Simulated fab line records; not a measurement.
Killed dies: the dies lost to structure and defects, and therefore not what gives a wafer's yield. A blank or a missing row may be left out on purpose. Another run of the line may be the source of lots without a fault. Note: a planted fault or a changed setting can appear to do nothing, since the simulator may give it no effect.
fab line records	flow n5Finfet
record lots=7	wafers=39
route steps=1938 shown ZERO_LAYER@4 FIN_SAQP@102 SD_EPI_N@279 MOL_CONTACT_COAG@586 BEOL_M1@800 BEOL_M5@1191 BEOL_M6@1251
startH: the number of hours between the record's first day and the start of the first shown wafer of the lot	waitH: hours elapsed since this lot's preceding step	" repeats the value in the row above	L1.1+2: a row that stands for several wafers	- no value present, or no start provided	* or withheld: withheld	< > ~ a bound
route shown NAME@n: names a module that has steps shown in the file, with the first one's number in the route	usual: average and standard deviation across the fault-free wafers	same: alike in all rows	chamber/n: place in a boat	sites: per-site readings	_std_site: standard deviation across them	_edge_site: the outer-site mean with the inner-site mean subtracted	radiusMm: for every site, how far away it sits from the centre of the wafer	mask NAME#n: copy n	behind: the most recent tool/chamber to have shaped the wafer	hold: why the lot went on hold/how many hours it stayed there/how the hold came to an end	device: names the non-switching transistor (n, p or np)	end of line: tests of these same wafers at the route's end	where a step has no rows: the recipe by itself	killed: dies lost to structure and defects at the first sort, not the wafer's yield	map: the dies of a wafer, with x for killed, . for not killed, _ for no die there
set.NAME: the setting that was run; set.NAME@STEP: the one run at that earlier step	model.NAME: the simulator's own value behind a step, which no gauge read
lots with deliberately changed settings; one table per step, one row per wafer
## steps
# step N5_ZERO_LAYER_PECVD_02
# recipe material=SiO2	targetThkA=100	tempC=400	precursor=SiH4/N2O	pressureTorr=0.75	rfW=275	timeS=6
lot.wafer	tool	chamber	startH	waitH	set.timeS	model.SiO2_of_ZERO_LAYER_PECVD_02.thkNm
L076.1	pecvd-04	0	24.28	0.0	3.892	6.441
L076.2	"	1	"	"	6	9.756
L076.3	"	2	"	"	3.892	6.615
L076.4	"	1	"	"	3.892	6.261
L076.5	"	2	"	"	6	10.23
L076.6	"	0	"	"	6	10.2
L086.1	pecvd-04	2	84.29	0.0	8.942	14.95
L086.2	"	1	"	"	6	10.03
L086.3	"	0	"	"	6	10.08
L086.4	"	0	"	"	6	10.31
L086.5	"	2	"	"	8.942	15.22
L086.6	"	1	"	"	8.942	14.85
L090.1	pecvd-03	1	108.28	0.0	6	10.32
L090.2	"	0	"	"	6	10.21
L090.3	"	2	"	"	3.682	6.77
L090.4	"	2	"	"	6	10.7
L090.5	"	0	"	"	3.682	6.653
L090.6	"	1	"	"	3.682	6.573
L091.1	pecvd-02	1	114.34	0.0	6	9.905
L091.2	"	2	"	"	4.679	7.734
L091.3	"	0	"	"	4.679	8.315
L091.4	"	2	"	"	4.679	7.795
L091.5	"	0	"	"	6	10.51
L091.6	"	1	"	"	6	10.14
L094.1	pecvd-02	2	132.29	0.0	2.411	3.835
L094.2	"	1	"	"	2.411	3.836
L094.3	"	0	"	"	6	10.22
L094.4	"	2	"	"	6	9.883
L094.5	"	0	"	"	2.411	4.578
L094.6	"	1	"	"	6	9.86
L095.1	pecvd-03	2	138.28	0.0	6	10.49
L095.2	"	0	"	"	6	9.973
L095.3	"	1	"	"	4.003	6.938
L095.4	"	1	"	"	6	10.37
L095.5	"	0	"	"	4.003	6.757
L095.6	"	2	"	"	4.003	7.138
L096.1	pecvd-03	1	144.30	0.0	6	10.18
L096.4	"	1	"	"	6	10.3
L096.5	"	1	"	"	6	10.34
# step N5_FIN_SAQP_HM_DEP_72
# recipe material=SiO2	targetThkA=120	tempC=400	precursor=SiH4/N2O	pressureTorr=0.75	rfW=275	timeS=7.2
lot.wafer	tool	chamber	startH	waitH	set.targetThkA	model.SiO2_of_FIN_SAQP_HM_DEP_72.thkNm
L076.1	pecvd-03	1	34.26	0.0	160.5	15.7
L076.2+5	"	0,1	"	"	120	11.79
L076.3	"	2	"	"	120	11.91
L076.4	"	2	"	"	160.5	15.85
L076.6	"	0	"	"	160.5	15.87
L086.1	pecvd-01	1	93.70	0.0	120	11.74
L086.2	"	2	"	"	120	11.29
L086.3	"	0	"	"	120	11.78
L086.4	"	0	"	"	120	12.09
L086.5	"	2	"	"	120	11.45
L086.6	"	1	"	"	120	11.84
L090.1	pecvd-04	0	118.40	0.0	120	12.06
L090.2	"	1	"	"	78.07	7.865
L090.3	"	2	"	"	120	12.18
L090.4	"	0	"	"	78.07	8.026
L090.5	"	2	"	"	78.07	8.136
L090.6	"	1	"	"	120	12.04
L091.1	pecvd-04	1	123.94	0.0	94.62	9.214
L091.2	"	2	"	"	94.62	9.319
L091.3	"	0	"	"	120	11.9
L091.4	"	0	"	"	94.62	9.428
L091.5	"	2	"	"	120	12.21
L091.6	"	1	"	"	120	11.89
L094.1	pecvd-03	0	141.25	0.0	120	11.9
L094.2	"	2	"	"	95.1	9.671
L094.3	"	1	"	"	95.1	9.49
L094.4	"	0	"	"	95.1	9.746
L094.5	"	1	"	"	120	12.18
L094.6	"	2	"	"	120	12.19
L095.1	pecvd-03	1	148.32	0.0	120	12.14
L095.2	"	2	"	"	120	12.2
L095.3	"	0	"	"	90.75	9.215
L095.4	"	1	"	"	90.75	9.269
L095.5	"	0	"	"	90.75	9.463
L095.6	"	2	"	"	120	12.3
L096.1	pecvd-01	1	153.26	0.0	120	11.72
L096.4	"	0	"	"	120	12.04
L096.5	"	2	"	"	120	11.74
# step N5_FIN_SAQP_COAT_49
# recipe resist=SOC	tempC=250	timeS=60	spinRpm=1500	resistThkNm=100
# step N5_FIN_SAQP_COAT_50
# recipe resist=SiARC	tempC=220	timeS=60	spinRpm=1500	resistThkNm=35
# step N5_FIN_SAQP_ETCH_52
# recipe chemistry=N2/H2	target=SOC	targetDepthA=1000	overetchA=200	maskMaterial=SiARC	tempC=40	timeS=150	ionEnergyEv=200	pressureMtorr=30	sourceW=840	biasW=150	n2FlowSccm=200	h2FlowSccm=200	ends=endPoint
# step N5_FIN_SAQP_STRIP_53
# recipe chemistry=N2/H2	tempC=40	n2FlowSccm=200	h2FlowSccm=200	rfFrequencyHz=6e+07
# step N5_FIN_SAQP_HM_OPEN_73
# recipe chemistry=CHF3/O2	target=SiO2	stopOn=a-Si	targetDepthA=120	overEtchFrac=1.8	maskMaterial=SOC	timeS=16.8	pressureMtorr=30	sourceW=650	biasW=170	Ar_flow_sccm=200	CHF3_flow_sccm=50	O2_flow_sccm=5	ionEnergyEv=200	ends=endPoint
lot.wafer	tool	chamber	startH	waitH	set.targetThkA@FIN_SAQP_HM_DEP_72	model.etch.depthNm
L076.1	rieDiel-02	0	35.01	0.0	160.5	15.7
L076.2+5	"	2,0	"	"	120	11.79
L076.3	"	1	"	"	120	11.91
L076.4	"	3	"	"	160.5	15.85
L076.6	"	1	"	"	160.5	15.87
L086.1	rieDiel-06	2	94.44	0.0	120	11.74
L086.2	"	3	"	"	120	11.29
L086.3	"	1	"	"	120	11.78
L086.4	"	2	"	"	120	12.09
L086.5	"	1	"	"	120	11.45
L086.6	"	3	"	"	120	11.84
L090.1	rieDiel-02	2	119.01	0.0	120	12.06
L090.2	"	1	"	"	78.07	7.865
L090.3	"	0	"	"	120	12.18
L090.4	"	0	"	"	78.07	8.026
L090.5	"	1	"	"	78.07	8.136
L090.6	"	2	"	"	120	12.04
L091.1	rieDiel-06	2	124.63	0.0	94.62	9.214
L091.2	"	0	"	"	94.62	9.319
L091.3	"	3	"	"	120	11.9
L091.4	"	1	"	"	94.62	9.428
L091.5	"	2	"	"	120	12.21
L091.6	"	3	"	"	120	11.89
L094.1	rieDiel-03	0	141.87	0.0	120	11.9
L094.2	"	1	"	"	95.1	9.671
L094.3	"	3	"	"	95.1	9.49
L094.4	"	2	"	"	95.1	9.746
L094.5	"	1	"	"	120	12.18
L094.6	"	0	"	"	120	12.19
L095.1	rieDiel-03	0	149.11	0.0	120	12.14
L095.2	"	2	"	"	120	12.2
L095.3	"	3	"	"	90.75	9.215
L095.4	"	1	"	"	90.75	9.269
L095.5	"	3	"	"	90.75	9.463
L095.6	"	0	"	"	120	12.3
L096.1	rieDiel-02	1	154.31	0.0	120	11.72
L096.4	"	2	"	"	120	12.04
L096.5	"	1	"	"	120	11.74
# step N5_SD_EPI_N_ETCH_16
# recipe chemistry=CHF3/O2	target=SiO2	targetDepthA=50	maskMaterial=SOC	pressureMtorr=30	sourceW=650	biasW=170	Ar_flow_sccm=200	CHF3_flow_sccm=50	O2_flow_sccm=5	ionEnergyEv=200
lot.wafer	tool	chamber	startH	waitH	set.targetDepthA	model.etch.depthNm
L076.1	rieDiel-06	3	62.50	0.1	50	4.865
L076.2	"	2	"	"	50	5.055
L076.3	"	1	"	"	50	4.832
L076.4	"	1	"	"	50	4.838
L076.5	"	2	"	"	50	5.1
L076.6	"	3	"	"	50	4.91
L086.1	rieDiel-06	2	124.27	0.1	50	5.03
L086.2	"	3	"	"	50	4.88
L086.3	"	0	"	"	50	4.774
L086.4	"	1	"	"	50	5.068
L086.5	"	3	"	"	50	4.905
L086.6	"	2	"	"	50	5.023
L090.1	rieDiel-06	0	145.59	0.1	67.46	6.49
L090.2	"	1	"	"	67.46	6.845
L090.3	"	2	"	"	67.46	6.792
L090.4	"	1	"	"	50	5.053
L090.5	"	2	"	"	50	5.091
L090.6	"	0	"	"	50	4.807
L091.1	rieDiel-03	0	152.12	0.1	74.06	7.403
L091.2	"	3	"	"	50	4.777
L091.3	"	1	"	"	74.06	7.192
L091.4	"	2	"	"	50	4.909
L091.5	"	3	"	"	74.06	7.074
L091.6	"	0	"	"	50	4.962
L094.1	rieDiel-06	3	168.50	0.1	50	5.001
L094.2	"	1	"	"	27.7	2.854
L094.3	"	0	"	"	50	4.803
L094.4	"	2	"	"	27.7	2.824
L094.5	"	0	"	"	50	4.812
L094.6	"	3	"	"	27.7	2.725
L095.1	rieDiel-03	0	176.61	0.1	50	5.094
L095.2	"	2	"	"	50	4.941
L095.3	"	1	"	"	32.99	3.22
L095.4	"	3	"	"	32.99	3.207
L095.5	"	1	"	"	50	4.931
L095.6	"	2	"	"	32.99	3.263
L096.1	rieDiel-02	3	183.38	0.1	50	5.158
L096.4	"	1	"	"	50	5.045
L096.5	"	0	"	"	50	4.762
# step N5_MOL_CONTACT_COAG_VIA_ETCH_46
# recipe chemistry=C4F6/O2	targetDepthA=460	overetchA=92	maskMaterial=SOC	target=SiO2	biasW=455	pressureMtorr=10	timeS=40	sourceW=325	Ar_flow_sccm=300	C4F6_flow_sccm=10	O2_flow_sccm=10	ionEnergyEv=575.3	ends=endPoint
lot.wafer	tool	chamber	startH	waitH	set.targetDepthA	model.etch.depthNm	model.SOC_of_MOL_CONTACT_COAG_COAT_75.thkNm
L076.1	rieDiel-02	0	113.37	0.0	460	46.28	51.4
L076.2	"	3	"	"	582	45.04	49.4
L076.3	"	2	"	"	460	45.49	51.2
L076.4	"	0	"	"	582	46.98	50
L076.5	"	2	"	"	582	46.22	49.6
L076.6	"	3	"	"	460	46.13	50.8
L086.1	rieDiel-02	0	176.36	0.0	230.1	30.77	53.8
L086.2	"	3	"	"	230.1	33.29	53.6
L086.3	"	1	"	"	230.1	32.14	53.4
L086.4	"	2	"	"	460	46.12	51.2
L086.5	"	1	"	"	460	45.88	50.8
L086.6	"	2	"	"	460	46.54	51
L090.1	rieDiel-03	2	193.55	0.0	460	46.15	50.6
L090.2	"	0	"	"	460	45.64	50.6
L090.3	"	3	"	"	602.7	46.38	49.6
L090.4	"	1	"	"	602.7	46.11	48.8
L090.5	"	0	"	"	460	46.8	50.6
L090.6	"	1	"	"	602.7	45.92	49
L091.1	rieDiel-03	2	200.92	0.0	460	45.71	50.8
L091.2	"	0	"	"	330.6	42.5	52.4
L091.3	"	1	"	"	330.6	41.03	52.4
L091.4	"	3	"	"	460	46.84	51.2
L091.5	"	0	"	"	460	46.51	50.8
L091.6	"	1	"	"	330.6	41.01	52.6
L094.1	rieDiel-06	2	216.32	0.0	653.3	45	48.4
L094.2	"	0	"	"	653.3	45.29	49.2
L094.3	"	3	"	"	460	45.96	50.8
L094.4	"	1	"	"	460	46.59	50.8
L094.5	"	3	"	"	460	46.89	50.8
L094.6	"	2	"	"	653.3	45.89	48.4
L095.1	rieDiel-03	1	226.26	0.0	369.2	45.6	51.8
L095.2	"	3	"	"	460	45.51	51
L095.3	"	2	"	"	460	45.77	51
L095.4	"	3	"	"	369.2	44.95	52.2
L095.5	"	2	"	"	369.2	45.39	51.6
L095.6	"	1	"	"	460	46.46	50.6
L096.1	rieDiel-02	0	233.41	0.0	460	46.59	51.4
L096.4	"	1	"	"	460	46.9	50.6
L096.5	"	2	"	"	460	46.7	51
# step N5_MOL_CONTACT_COAG_STRIP_96
# recipe chemistry=N2/H2	powerW=500	tempC=40	pressureMtorr=50	rfFrequencyHz=6e+07	overashFraction=0.3	biasPowerW=28	h2Frac=0.5	n2FlowSccm=300	h2FlowSccm=300
# step N5_MOL_CONTACT_COAG_ETCH_47
# recipe chemistry=CH3F/O2	target=SiNx	targetDepthA=270	maskMaterial=SiO2	stopOn=W	overEtchFrac=0.2	ionEnergyEv=120	endpoint=OES-CN	pressureMtorr=30	sourceW=395	biasW=73	Ar_flow_sccm=150	CH3F_flow_sccm=30	O2_flow_sccm=20	ends=endPoint
# usual etchRfOnTimeS=31.5/0.74
lot.wafer	tool	chamber	startH	waitH	set.targetDepthA@MOL_CONTACT_COAG_VIA_ETCH_46	etchRfOnTimeS
L076.1	rieDiel-02	0	113.48	0.0	460	32.8
L076.2	"	3	"	"	582	31.6
L076.3	"	2	"	"	460	31.1
L076.4	"	0	"	"	582	32.7
L076.5	"	2	"	"	582	31.1
L076.6	"	3	"	"	460	31.8
L086.1	rieDiel-02	0	176.47	0.0	230.1	50.8
L086.2	"	3	"	"	230.1	50.8
L086.3	"	1	"	"	230.1	50.8
L086.4	"	2	"	"	460	31.4
L086.5	"	1	"	"	460	31.4
L086.6	"	2	"	"	460	31.7
L090.1	rieDiel-03	2	193.66	0.0	460	31.6
L090.2	"	0	"	"	460	30.7
L090.3	"	3	"	"	602.7	32.3
L090.4	"	1	"	"	602.7	31.8
L090.5	"	0	"	"	460	30.6
L090.6	"	1	"	"	602.7	31.7
L091.1	rieDiel-03	2	201.03	0.0	460	31.1
L091.2	"	0	"	"	330.6	31.0
L091.3	"	1	"	"	330.6	31.7
L091.4	"	3	"	"	460	32.1
L091.5	"	0	"	"	460	30.4
L091.6	"	1	"	"	330.6	31.7
L094.1	rieDiel-06	2	216.43	0.0	653.3	30.8
L094.2	"	0	"	"	653.3	32.6
L094.3	"	3	"	"	460	32.3
L094.4	"	1	"	"	460	31.6
L094.5	"	3	"	"	460	31.7
L094.6	"	2	"	"	653.3	31.1
L095.1	rieDiel-03	1	226.36	0.0	369.2	31.6
L095.2	"	3	"	"	460	31.8
L095.3	"	2	"	"	460	31.8
L095.4	"	3	"	"	369.2	31.8
L095.5	"	2	"	"	369.2	31.2
L095.6	"	1	"	"	460	31.8
L096.1	rieDiel-02	0	233.51	0.0	460	33.2
L096.4	"	1	"	"	460	31.0
L096.5	"	2	"	"	460	31.5
# step N5_BEOL_M1_TRENCH_ETCH_37
# recipe chemistry=C4F6/O2	targetDepthA=552.07	target=SiOC	timeS=29	ionEnergyEv=250	pressureMtorr=30	sourceW=355	biasW=185	Ar_flow_sccm=300	C4F6_flow_sccm=10	O2_flow_sccm=10
lot.wafer	tool	chamber	startH	waitH	set.timeS	model.etch.depthNm	model.BEOL_M1.featureDepthNm	model.TiN_of_BEOL_M1_HM_DEP_02.thkNm
L076.1	rieDiel-05	2	-	-	29	54.56	54.6	17.8
L076.2	"	3	"	"	12.45	23.66	23.6	18.8
L076.3	"	0	"	"	29	57.37	57.4	17.8
L076.4	"	1	"	"	12.45	23.53	23.6	19
L076.5	"	3	"	"	29	55.3	55.2	17.6
L076.6	"	2	"	"	12.45	23.58	23.6	19.2
L086.1	rieDiel-01	3	-	-	29	55.05	55	18.2
L086.2	"	0	"	"	29	54.4	54.4	17.6
L086.3	"	2	"	"	29	56.48	56.4	17.8
L086.4	"	1	"	"	29	54.43	54.4	17.8
L086.5	"	3	"	"	29	55.61	55.6	18
L086.6	"	2	"	"	29	56.73	56.8	17.6
L090.1	rieDiel-01	0	-	-	29	53.99	54	18.2
L090.2	"	2	"	"	39.13	75.97	76	17.4
L090.3	"	3	"	"	29	54.68	54.6	17.8
L090.4	"	1	"	"	29	53.77	53.8	17.8
L090.5	"	0	"	"	39.13	72.76	72.8	17
L090.6	"	3	"	"	39.13	73.84	73.8	17.6
L091.1	rieDiel-01	1	-	-	44.79	84.35	84.4	16.4
L091.2	"	3	"	"	29	55.33	55.4	18.2
L091.3	"	0	"	"	29	54.63	54.6	17.6
L091.4	"	2	"	"	44.79	86.83	86.8	16.4
L091.5	"	0	"	"	29	54.55	54.6	17.6
L091.6	"	3	"	"	44.79	85.25	85.2	16.6
L094.1	rieDiel-04	0	-	-	22.5	42.56	42.6	18.4
L094.2	"	2	"	"	29	56.14	56.2	18.2
L094.3	"	3	"	"	29	57.05	57	17.6
L094.4	"	1	"	"	22.5	43.12	43.2	18
L094.5	"	3	"	"	29	56.95	57	17.6
L094.6	"	2	"	"	22.5	43.79	43.8	18.2
L095.1	rieDiel-01	2	-	-	29	55.93	56	17.4
L095.2	"	3	"	"	29	55.79	55.8	17.6
L095.3	"	1	"	"	29	54.78	54.8	18
L095.4	"	0	"	"	29	55.34	55.4	17.6
L095.5	"	2	"	"	29	56.2	56.2	17.6
L095.6	"	3	"	"	29	56.31	56.4	17.8
L096.1	rieDiel-01	0	-	-	29	54.17	54.2	18
L096.4	"	3	"	"	29	54.92	55	17.6
L096.5	"	1	"	"	29	53.58	53.6	17.8
# step N5_BEOL_M1_ETCH_41
# recipe chemistry=CH3F/O2	target=SiCN	targetDepthA=319	taperDeg=2	timeS=57.8	ionEnergyEv=120	maskMaterial=TiN	pressureMtorr=30	sourceW=395	biasW=75	Ar_flow_sccm=150	CH3F_flow_sccm=30	O2_flow_sccm=20
# step N5_BEOL_M1_STRIP_97
# recipe chemistry=N2/H2	timeS=10	powerW=450	tempC=40	pressureMtorr=20	rfFrequencyHz=6e+07	biasPowerW=7	n2FlowSccm=200	h2FlowSccm=200
# step N5_BEOL_M1_OCD_MEAS_38
# usual trenchDepthNm=55.4/1.2
lot.wafer	tool	chamber	startH	waitH	set.timeS@BEOL_M1_TRENCH_ETCH_37	trenchDepthNm
L076.1	ocd-01	-	137.50	-	29	55.1
L076.2	"	-	"	"	12.45	23.8
L076.3	"	-	"	"	29	57.5
L076.4	"	-	"	"	12.45	23.8
L076.5	"	-	"	"	29	55.2
L076.6	"	-	"	"	12.45	23.6
L086.1	ocd-02	-	203.20	-	29	55.0
L086.2	"	-	"	"	29	54.0
L086.3	"	-	"	"	29	56.7
L086.4	"	-	"	"	29	54.2
L086.5	"	-	"	"	29	55.9
L086.6	"	-	"	"	29	56.4
L090.1	ocd-02	-	224.29	-	29	53.6
L090.2	"	-	"	"	39.13	75.9
L090.3	"	-	"	"	29	54.9
L090.4	"	-	"	"	29	54.2
L090.5	"	-	"	"	39.13	72.8
L090.6	"	-	"	"	39.13	73.6
L091.1	ocd-01	-	227.58	-	44.79	84.1
L091.2	"	-	"	"	29	55.4
L091.3	"	-	"	"	29	54.2
L091.4	"	-	"	"	44.79	86.4
L091.5	"	-	"	"	29	54.8
L091.6	"	-	"	"	44.79	85.4
L094.1	ocd-01	-	246.48	-	22.5	42.6
L094.2	"	-	"	"	29	56.4
L094.3	"	-	"	"	29	57.0
L094.4	"	-	"	"	22.5	43.2
L094.5	"	-	"	"	29	56.4
L094.6	"	-	"	"	22.5	43.8
L095.1	ocd-02	-	253.99	-	29	56.1
L095.2	"	-	"	"	29	56.2
L095.3	"	-	"	"	29	54.9
L095.4	"	-	"	"	29	55.6
L095.5	"	-	"	"	29	56.4
L095.6	"	-	"	"	29	56.7
L096.1	ocd-01	-	258.88	-	29	54.0
L096.4	"	-	"	"	29	54.7
L096.5	"	-	"	"	29	53.7
# step N5_BEOL_M5_DEP_56
# recipe material=SiCN	targetThkA=80	tempC=withheld	precursor=3MS/NH3	pressureTorr=3	rfW=202	timeS=14
lot.wafer	tool	chamber	startH	waitH	set.targetThkA	model.SiCN_of_BEOL_M5_DEP_56.thkNm
L076.1+3+4	pecvd-02	2,1,1	193.85	0.0	112.7	11.2
L076.2	"	0	"	"	80	7.8
L076.5	"	0	"	"	80	8
L076.6	"	2	"	"	80	8.2
L086.1	pecvd-04	0	255.22	0.0	111.6	11
L086.2+4+5	"	1,1,2	"	"	80	8.2
L086.3+6	"	2,0	"	"	111.6	11.2
L090.1+6	pecvd-01	2	281.19	0.0	80	7.6
L090.2+3	"	1,0	"	"	80	7.8
L090.4+5	"	1,0	"	"	80	8
L091.1	pecvd-01	0	284.77	0.0	80	8
L091.2	"	1	"	"	124.7	12.4
L091.3+5	"	2	"	"	80	7.8
L091.4	"	1	"	"	124.7	12.8
L091.6	"	0	"	"	124.7	12.6
L094.1+4	pecvd-02	1	297.28	0.0	80	8
L094.2+3+5+6	"	0,2,2,0	"	"	80	8.2
L095.1	pecvd-04	0	305.78	0.0	94.93	9.4
L095.2+4	"	2,1	"	"	80	8.2
L095.3	"	1	"	"	80	8
L095.5	"	2	"	"	94.93	9.6
L095.6	"	0	"	"	94.93	9.8
L096.1+4	pecvd-04	1,2	313.30	0.0	80	8
L096.5	"	0	"	"	80	8.2
# step N5_BEOL_M6_ALD_77
# recipe material=TaN	targetThkA=20	tempC=275	aldPrecursorFamily=PDMAT	aldCoReactant=NH3	pressureTorr=3	carrierFlowSccm=1500	pulseTimeS=2	purgeTimeS=3	coReactantPurgeTimeS=2	coReactantPulseTimeS=3	aldCycles=40	precursorVesselTempC=75	precursorVesselPressureTorr=26.25	precursorVesselCarrierSccm=1000
lot.wafer	tool	chamber	startH	waitH	set.aldCycles	model.TaN_of_BEOL_M6_ALD_77.thkNm
L076.1+2+5	aldMetal-03	2,1,0	199.98	0.1	40	2
L076.3+4+6	"	0,3,1	"	"	60	3
L086.1+4+6	aldMetal-03	2,0,2	264.26	0.1	40	2
L086.2+3+5	"	0,3,3	"	"	57	2.8
L090.1+2+3+4+5+6	aldMetal-02	3,1,0,2,1,2	287.06	0.0	40	2
L091.1+2+3+4+5+6	aldMetal-02	2,3,0,1,1,0	291.41	0.0	40	2
L094.1+2+3+4+5+6	aldMetal-04	3,2,1,0,0,1	303.55	0.1	40	2
L095.1+3+5	aldMetal-03	1,0,1	312.57	0.0	40	2
L095.2+4+6	"	3,2,0	"	"	51	2.6
L096.1+4+5	aldMetal-03	0,3,0	319.11	0.0	40	2
## key
split step=N5_ZERO_LAYER_PECVD_02	setting=timeS	stated=6	by=wafer
response step=N5_ZERO_LAYER_PECVD_02	reading=model.SiO2_of_ZERO_LAYER_PECVD_02.thkNm	change=+0.0994	per=1%	r=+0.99
split step=N5_FIN_SAQP_HM_DEP_72	setting=targetThkA	stated=120	by=wafer
response step=N5_FIN_SAQP_HM_DEP_72	reading=model.SiO2_of_FIN_SAQP_HM_DEP_72.thkNm	change=+0.119	per=1%	r=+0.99
response step=N5_FIN_SAQP_HM_OPEN_73	reading=model.etch.depthNm	change=+0.119	per=1%	r=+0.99
split step=N5_SD_EPI_N_ETCH_16	setting=targetDepthA	stated=50	by=wafer
response step=N5_SD_EPI_N_ETCH_16	reading=model.etch.depthNm	change=+0.0487	per=1%	r=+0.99
split step=N5_MOL_CONTACT_COAG_VIA_ETCH_46	setting=targetDepthA	stated=460	by=wafer
response step=N5_MOL_CONTACT_COAG_VIA_ETCH_46	reading=model.etch.depthNm	shape=bent	atLowest=32.07	atStated=46.26	atHighest=45.39
response step=N5_MOL_CONTACT_COAG_VIA_ETCH_46	reading=model.SOC_of_MOL_CONTACT_COAG_COAT_75.thkNm	change=-0.0516	per=1%	r=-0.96
response step=N5_MOL_CONTACT_COAG_ETCH_47	reading=etchRfOnTimeS	shape=bent	atLowest=*	atStated=*	atHighest=*
split step=N5_BEOL_M1_TRENCH_ETCH_37	setting=timeS	stated=29	by=wafer
response step=N5_BEOL_M1_TRENCH_ETCH_37	reading=model.etch.depthNm	change=+0.567	per=1%	r=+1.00
response step=N5_BEOL_M1_TRENCH_ETCH_37	reading=model.BEOL_M1.featureDepthNm	change=+0.567	per=1%	r=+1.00
response step=N5_BEOL_M1_TRENCH_ETCH_37	reading=model.TiN_of_BEOL_M1_HM_DEP_02.thkNm	change=-0.022	per=1%	r=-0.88
response step=N5_BEOL_M1_OCD_MEAS_38	reading=trenchDepthNm	change=+0.565	per=1%	r=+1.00
split step=N5_BEOL_M5_DEP_56	setting=targetThkA	stated=80	by=wafer
response step=N5_BEOL_M5_DEP_56	reading=model.SiCN_of_BEOL_M5_DEP_56.thkNm	change=+0.0804	per=1%	r=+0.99
split step=N5_BEOL_M6_ALD_77	setting=aldCycles	stated=40	by=wafer
response step=N5_BEOL_M6_ALD_77	reading=model.TaN_of_BEOL_M6_ALD_77.thkNm	change=+0.0199	per=1%	r=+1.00
